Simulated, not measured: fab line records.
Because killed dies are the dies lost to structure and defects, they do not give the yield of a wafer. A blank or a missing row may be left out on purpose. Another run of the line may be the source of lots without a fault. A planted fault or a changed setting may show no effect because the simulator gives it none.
Matching of chambers	flow n5 finfet	ald metal-01 running N5_HKMG_FIN_NWFM_ALD_20: 4 sister chambers
The step deposits TiAlC, target thk 2 nm, pulse time 3 s, purge time 2 s. 4 wafers are shown with their chamber, then 7 later ones without.

## WAFERS, EACH WITH ITS CHAMBER
wafer	chamber	heater power w (W)
L081.3	1	509
L085.1	2	517
L086.4	0	454
L086.5	3	485

## WAFERS WITHOUT THEIR CHAMBER
wafer	heater power w (W)
L086.6	459
L091.1	467
L091.3	512
L091.4	465
L096.4	502
L096.5	521
L096.6	523

## EACH ONE'S CHAMBER
wafer	from the rows above	in truth
L086.6	0	0
L091.1	can't be placed: 0 or 3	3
L091.3	can't be placed: 1 or 2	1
L091.4	can't be placed: 0 or 3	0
L096.4	can't be placed: 1 or 2 or 3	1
L096.5	can't be placed: 2 or 1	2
L096.6	can't be placed: 2 or 1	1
Correct placement for 1 of the 7. From these rows, 6 cannot be placed; in 6 the true chamber is one of the candidates. Placed wrongly: 0.
How it was worked out, from the rows above alone: a wafer's distance from a chamber is the root of the sum, over the readings, of the square of ((its reading less the chamber's mean) divided by the reading's scatter). The wafer belongs to the nearest chamber; if the next one is less than 2 further off, it can't be placed. A chamber's mean is the mean of its shown wafers. The scatter: root of mean squared gap, hidden wafer to nearest shown wafer, with one shown wafer a chamber.
